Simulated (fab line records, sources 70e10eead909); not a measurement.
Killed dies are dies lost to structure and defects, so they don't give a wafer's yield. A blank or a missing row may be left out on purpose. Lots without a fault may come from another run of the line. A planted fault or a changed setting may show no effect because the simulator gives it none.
fab line records | flow nand_harc
record lots=13 wafers=39 last_day=24
route steps=1159 shown A_BLC@987 THIN_TSV@1124 END@1159
lots that met no fault: from a run of the same line without faults
start_h: hours from the record's first day to the start of the lot's first wafer shown | wait_h: hours since the lot's step before | " the same as in the row above | L1.1+2: a row that stands for several wafers | - no value, or no start given | * or withheld: withheld | < > ~ a bound
route shown NAME@n: a module of which the file shows steps, and the number in the route of the first | usual: mean/standard deviation of fault-free wafers | same: alike in all rows | chamber/n: place in a boat | sites: the reading at each site | _std_site: their standard deviation | _edge_site: outer sites' mean less inner sites' | radius_mm: how far each site lies from the wafer's centre | mask NAME#n: copy n | behind: the tool/chamber that last shaped the wafer | hold: why the lot was held/for how many hours/how that ended | device: the transistor (n, p or np) that didn't switch | end of line: the same wafers' tests at the end of the route | a step without rows: its recipe alone | killed: dies lost to structure and defects at the first sort, not the wafer's yield | map: a wafer's dies, x killed, . not, _ none there
set.NAME: the setting as run; set.NAME@STEP: as run at that earlier step | model.NAME: the simulator's own value behind a step, which no gauge read
steps of the route over a sample of lots; a table a step, a row a wafer
services: from which hour (start_h, from the record's first day; less than 0 if before it) a tool's chamber was out of use, for how many hours, and why
## steps
# step NHARC_A_BLC_PVD_32
# recipe target_thk_a=50 chamber_pressure_pa=5 power_w=5000 substrate_temp_c=200 time_s=17.7 material=Ti
# usual throttle_valve_pct=30.1/0.79
# columns lot.wafer tool chamber start_h wait_h throttle_valve_pct
L348.2 pvd_sputter-03 - 398.25 - 30.5
L348.6 " - " " 29.8
L348.5 " - " " 30.4
L352.1 pvd_sputter-01 - 407.79 - 29.2
L352.6 " - " " 29.7
L352.5 " - " " 29.4
L354.2 pvd_sputter-01 - 436.11 - 30.4
L354.1 " - " " 30.0
L354.5 " - " " 29.8
L355.1 pvd_sputter-01 - 438.89 - 30.6
L355.4 " - " " 29.1
L355.6 " - " " 30.5
L361.3 pvd_sputter-02 - 463.91 - 29.8
L361.6 " - " " 31.2
L361.5 " - " " 31.5
L363.1 pvd_sputter-02 - 477.66 - 31.5
L363.2 " - " " 29.9
L363.5 " - " " 31.8
L364.1 pvd_sputter-03 - 490.42 - 29.4
L364.3 " - " " 29.4
L364.6 " - " " 30.5
L366.4 pvd_sputter-03 - 501.16 - 29.2
L366.1 " - " " 29.4
L366.2 " - " " 30.9
L367.3 pvd_sputter-02 - 509.69 - 31.4
L367.1 " - " " 31.6
L367.4 " - " " 29.5
L365.1 pvd_sputter-02 - 510.74 - 31.5
L365.5 " - " " 29.4
L365.6 " - " " 30.1
L369.2 pvd_sputter-02 - 526.15 - 31.3
L369.3 " - " " 29.3
L369.1 " - " " 30.1
L370.2 pvd_sputter-02 - 528.09 - 30.0
L370.4 " - " " 31.4
L370.6 " - " " 29.7
L371.3 pvd_sputter-03 - 537.46 - 30.7
L371.1 " - " " 29.3
L371.5 " - " " 30.3
# step NHARC_THIN_TSV_DEP_47
# recipe target_thk_a=2000 temp_c=withheld pressure_torr=6.5 rf_w=900 teos_flow_sccm=161.4 flow_sccm=2650 target_thk_nm=200 gas=O2 material=SiO2
# usual throttle_valve_pct=15.8/0.47
# columns lot.wafer tool chamber start_h wait_h throttle_valve_pct
L348.2 pecvd-03 1 428.12 - 15.4
L348.5 " 0 " " 16.3
L348.6 " 1 " " 15.4
L352.1 pecvd-02 0 441.84 - 15.8
L352.5 " 2 " " 15.7
L352.6 " 0 " " 15.9
L354.1 pecvd-03 1 469.46 - 15.4
L354.2 " 2 " " 15.9
L354.5 " 0 " " 16.6
L355.1 pecvd-01 1 471.00 - 15.3
L355.4 " 1 " " 15.4
L355.6 " 2 " " 16.2
L361.3 pecvd-02 2 494.85 - 15.8
L361.5 " 1 " " 16.3
L361.6 " 0 " " 16.1
L363.1 pecvd-03 2 519.46 - 15.3
L363.2 " 0 " " 16.7
L363.5 " 0 " " 16.5
L364.3 pecvd-03 1 526.95 - 15.7
L364.1 " 2 " " 15.8
L364.6 " 2 " " 15.6
L366.2 pecvd-03 1 535.48 - 15.5
L366.1 " 2 " " 15.5
L366.4 " 1 " " 15.5
L367.3 pecvd-03 2 540.02 - 15.4
L367.1 " 0 " " 16.4
L367.4 " 2 " " 15.3
L365.1 pecvd-02 2 541.49 - 15.4
L365.6 " 1 " " 16.3
L365.5 " 0 " " 16.0
L369.3 pecvd-01 1 556.29 - 15.5
L369.2 " 2 " " 16.9
L369.1 " 0 " " 15.6
L370.2 pecvd-03 2 557.53 - 15.5
L370.6 " 2 " " 15.3
L370.4 " 0 " " 16.5
L371.3 pecvd-01 2 571.04 - 16.6
L371.1 " 1 " " 15.9
L371.5 " 0 " " 15.4
# step NHARC_THIN_TSV_CD_MEAS_33
# recipe target_cd_nm=5000 landing_energy_ev=500
# usual cd_nm=4999.3/1.7
# columns lot.wafer tool chamber start_h wait_h cd_nm
L348.2 cd_sem-02 0 432.12 - 5000.9
L348.5 " 0 " " 4996.8
L348.6 " 0 " " 4998.6
L352.1 cd_sem-03 0 445.86 - 5004.1
L352.5 " 0 " " 4998.9
L352.6 " 0 " " 5001.4
L354.1 cd_sem-01 0 473.51 - 4997.5
L354.2 " 0 " " 4999.0
L354.5 " 0 " " 5000.5
L355.1 cd_sem-01 0 475.10 - 5000.7
L355.4 " 0 " " 5001.1
L355.6 " 0 " " 4997.6
L361.3 cd_sem-01 0 498.87 - 4998.8
L361.5 " 0 " " 5000.7
L361.6 " 0 " " 4999.1
L363.1 cd_sem-02 0 523.75 - 4999.5
L363.2 " 0 " " 4998.9
L363.5 " 0 " " 5001.6
L364.1 cd_sem-01 0 530.93 - 4998.7
L364.3 " 0 " " 5002.2
L364.6 " 0 " " 5001.5
L366.1 cd_sem-02 0 539.66 - 5001.4
L366.2 " 0 " " 4999.3
L366.4 " 0 " " 4996.9
L367.1 cd_sem-02 0 544.16 - 4996.0
L367.3 " 0 " " 4999.8
L367.4 " 0 " " 5000.1
L365.1 cd_sem-03 0 545.89 - 5001.4
L365.5 " 0 " " 4999.7
L365.6 " 0 " " 4997.5
L369.1 cd_sem-02 0 560.36 - 4997.4
L369.2 " 0 " " 4997.5
L369.3 " 0 " " 4998.6
L370.2 cd_sem-03 0 561.42 - 4999.4
L370.4 " 0 " " 4997.7
L370.6 " 0 " " 5000.6
L371.1 cd_sem-03 0 575.26 - 4997.5
L371.3 " 0 " " 4997.4
L371.5 " 0 " " 5000.4
# step NHARC_THIN_TSV_ETCH_59
# recipe target_depth_a=8800 icp_w=900 bias_w=100 Cl2_flow_sccm=60 bcl3_flow_sccm=30 time_s=138.1 chemistry=Cl2/BCl3
# usual drypump_motor_current_A=5.6/0.36 he_backside_leak_sccm=3.26/0.19 oes_product_au=1.000/0.0086 throttle_valve_pct=22.266/0.0089
# columns lot.wafer tool chamber start_h wait_h drypump_motor_current_A he_backside_leak_sccm oes_product_au rf_hours_counter_h throttle_valve_pct
L348.2 rie_metal-01 1 432.44 0.1 5.5 3.12 1.013 3.0 22.250
L348.5 " 0 " " 5.7 3.28 0.987 - 22.257
L348.6 " 1 " " 5.5 3.13 1.001 - 22.279
L352.1 rie_metal-02 0 446.20 0.1 4.9 3.46 1.014 1.3 22.258
L352.5 " 1 " " 6.0 3.19 1.011 - 22.249
L352.6 " 0 " " 4.9 3.51 1.011 - 22.269
L354.1 rie_metal-03 0 473.80 0.1 6.0 3.49 1.015 0.1 22.263
L354.2 " 1 " " 5.7 3.31 0.982 0.1 22.255
L354.5 " 1 " " 5.8 3.17 0.994 - 22.259
L355.1 rie_metal-01 0 475.44 0.1 5.7 3.33 1.003 4.6 22.280
L355.4 " 1 " " 5.6 3.00 1.002 - 22.262
L355.6 " 0 " " 5.7 3.33 0.999 - 22.276
L361.3 rie_metal-03 1 499.22 0.2 5.8 3.17 0.980 - 22.269
L361.5 " 1 " " 5.8 3.37 0.982 - 22.281
L361.6 " 0 " " 6.0 3.21 1.005 - 22.271
L363.2 rie_metal-02 0 524.03 0.1 4.9 3.59 1.006 3.7 22.263
L363.1 " 1 " " 6.1 3.06 1.003 3.7 22.255
L363.5 " 0 " " 4.9 3.56 1.004 - 22.272
L364.1 rie_metal-01 1 531.25 0.1 5.6 3.17 0.984 0.5 22.273
L364.3 " 0 " " 5.7 3.34 0.996 - 22.282
L364.6 " 0 " " 5.7 3.22 0.998 - 22.271
L366.2 rie_metal-03 0 539.98 0.1 6.0 3.30 1.003 2.3 22.261
L366.1 " 1 " " 5.7 3.25 0.986 2.3 22.253
L366.4 " 1 " " 5.7 3.07 0.990 - 22.250
L367.1 rie_metal-02 1 544.47 0.1 6.1 2.90 0.995 4.4 22.262
L367.3 " 1 " " 6.1 2.99 0.999 - 22.269
L367.4 " 0 " " 4.9 3.55 1.017 - 22.266
L365.1 rie_metal-01 0 546.19 0.1 5.7 3.44 0.997 0.8 22.264
L365.5 " 0 " " 5.7 3.45 1.010 - 22.253
L365.6 " 1 " " 5.5 3.01 0.996 - 22.260
L369.1 rie_metal-01 1 560.65 0.1 5.5 3.08 1.003 1.0 22.275
L369.2 " 0 " " 5.7 3.30 1.004 1.0 22.264
L369.3 " 1 " " 5.6 2.97 0.999 - 22.264
L370.2 rie_metal-03 0 561.70 0.1 6.0 3.18 1.007 2.8 22.275
L370.4 " 0 " " 6.0 3.30 1.002 - 22.263
L370.6 " 0 " " 6.0 3.40 0.990 - 22.269
L371.1 rie_metal-01 0 575.58 0.1 5.7 3.30 1.006 1.5 22.263
L371.3 " 1 " " 5.6 3.15 1.008 - 22.263
L371.5 " 1 " " 5.5 3.16 0.994 - 22.271
# step NHARC_END_SORT_01
# recipe temp_c=25
# usual killed_at_array=27/8 killed_at_other=0.8/1.2 killed_at_periphery=3.3/2.3 killed_dies=31/8.8 killed_open=3.2/2.1 killed_short=2.1/1.4
# same gross_dies=677
# columns lot.wafer tool chamber start_h wait_h killed_at_array killed_at_other killed_at_periphery killed_dies killed_open killed_short
L354.1 prober-01 0 483.41 2.5 24 1 1 26 3 1
L354.2 prober-01 0 484.21 2.8 129 2 2 133 2 1
L354.5 prober-01 0 486.58 3.7 25 1 2 28 1 1
L355.1 prober-01 0 491.14 2.5 125 0 2 127 0 4
L355.4 prober-01 0 493.57 3.4 14 0 3 17 1 3
L355.6 prober-01 0 495.18 4.0 122 0 3 125 3 3
# killed by level:class
L354.1 A_CHANNEL_HOLE_D1:chamber_film_flake=10 A_SLIT:chamber_film_flake=7 A_STAIRCASE:chamber_film_flake=3 A_SOURCE_PLATE:geometric_particle:open=1 A_ONON_D1:geometric_particle:short=1 A_CONTACT:geometric_particle:open=1 A_M0:geometric_particle:open=1 P_GATE:chamber_film_flake=1
L354.2 A_BLC:unspecified=105 A_CHANNEL_HOLE_D1:chamber_film_flake=12 A_SLIT:chamber_film_flake=8 THIN_TSV:chamber_film_flake=2 P_CONTACT:geometric_particle:short=1 A_SGD_CUT:geometric_particle:open=1 A_CONTACT:geometric_particle:open=1 P_STI:chamber_film_flake=1
L354.5 A_CHANNEL_HOLE_D1:chamber_film_flake=12 A_SLIT:chamber_film_flake=7 A_WL_FILL:chamber_film_flake=2 P_GATE:geometric_particle:open=1 A_CHANNEL_FILL_D1:geometric_particle:short=1 P_BONDPAD:chamber_film_flake=1 A_CHANNEL_FILL_D1:chamber_film_flake=1 A_STAIRCASE:chamber_film_flake=1
L355.1 A_BLC:unspecified=106 A_SLIT:chamber_film_flake=9 A_CHANNEL_HOLE_D1:chamber_film_flake=3 P_GATE:geometric_particle:short=1 A_ONON_D1:geometric_particle:short=1 A_CHANNEL_FILL_D1:geometric_particle:short=1 A_CONTACT:geometric_particle:short=1 P_ZERO_WELL:chamber_film_flake=1
L355.4 A_SLIT:chamber_film_flake=7 P_BONDPAD:chamber_film_flake=2 A_CHANNEL_HOLE_D1:chamber_film_flake=2 A_STAIRCASE:chamber_film_flake=2 P_M1:geometric_particle:open=1 A_CHANNEL_FILL_D1:geometric_particle:short=1 A_WL_FILL:geometric_particle:short=1 A_M0:geometric_particle:short=1
L355.6 A_BLC:unspecified=93 A_SLIT:chamber_film_flake=15 A_CONTACT:chamber_film_flake=3 A_CONTACT:geometric_particle:short=2 A_CONTACT:geometric_particle:open=2 P_BONDPAD:chamber_film_flake=2 A_ZERO_WELL:chamber_film_flake=2 A_WL_FILL:geometric_particle:short=1
## services
# columns tool chamber start_h hours kind
rie_metal-02 - 388.00 9.0 pm
pvd_sputter-02 - 392.00 10.0 pm
rie_metal-01 - 407.74 3.7 repair
pecvd-01 - 418.10 13.0 pm
pecvd-01 0 431.98 5.9 repair
pvd_sputter-03 - 440.19 3.5 repair
rie_metal-02 1 441.49 3.3 repair
rie_metal-03 - 453.00 9.0 pm
pvd_sputter-03 - 458.00 10.0 pm
pecvd-03 - 473.19 13.0 pm
pecvd-03 0 473.19 13.0 vent_cycle
pecvd-03 1 473.19 13.0 vent_cycle
pecvd-03 2 473.19 13.0 vent_cycle
pecvd-03 0 486.19 - clean
pecvd-03 1 486.19 - clean
pecvd-03 2 486.19 - clean
pvd_sputter-03 - 505.02 1.3 repair
rie_metal-01 - 509.00 9.0 pm
rie_metal-01 0 509.00 9.0 vent_cycle
rie_metal-01 1 509.00 9.0 vent_cycle
pvd_sputter-01 - 514.04 10.0 pm
pecvd-02 - 515.13 13.0 pm
rie_metal-02 - 565.00 9.0 pm
pvd_sputter-02 - 570.00 10.0 pm
## key
first_sign step=NHARC_END_SORT_01 reading=killed_at_array direction=up sigmas=12 usual=27 struck=125
effect step=NHARC_END_SORT_01 reading=killed_dies direction=up sigmas=11 usual=31 struck=128
more_kills_born_at NHARC_A_BLC_PVD_32@pvd_sputter-01=304
met_at NHARC_A_BLC_PVD_32
struck_lots L354,L355
struck_wafers L354.2,L355.1,L355.6
tester_left_out L354,L355
not_acting_at NHARC_THIN_TSV_DEP_47,NHARC_THIN_TSV_CD_MEAS_33,NHARC_THIN_TSV_ETCH_59
fault kind=chamber_particle_source tool=pvd_sputter-01 chamber=- onset_h=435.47 steps=NHARC_A_BLC_PVD_32 rate_per_visit_cm2=1.4735 end_h=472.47 scope=struck_wafers_only
# tester_left_out: of these lots the tester's yield and bins aren't shown, on N5 and GAA mostly nor the transistor test; their killed dies are dies lost to structure and defects alone, not to doping, threshold or leakage, so they don't give the yield
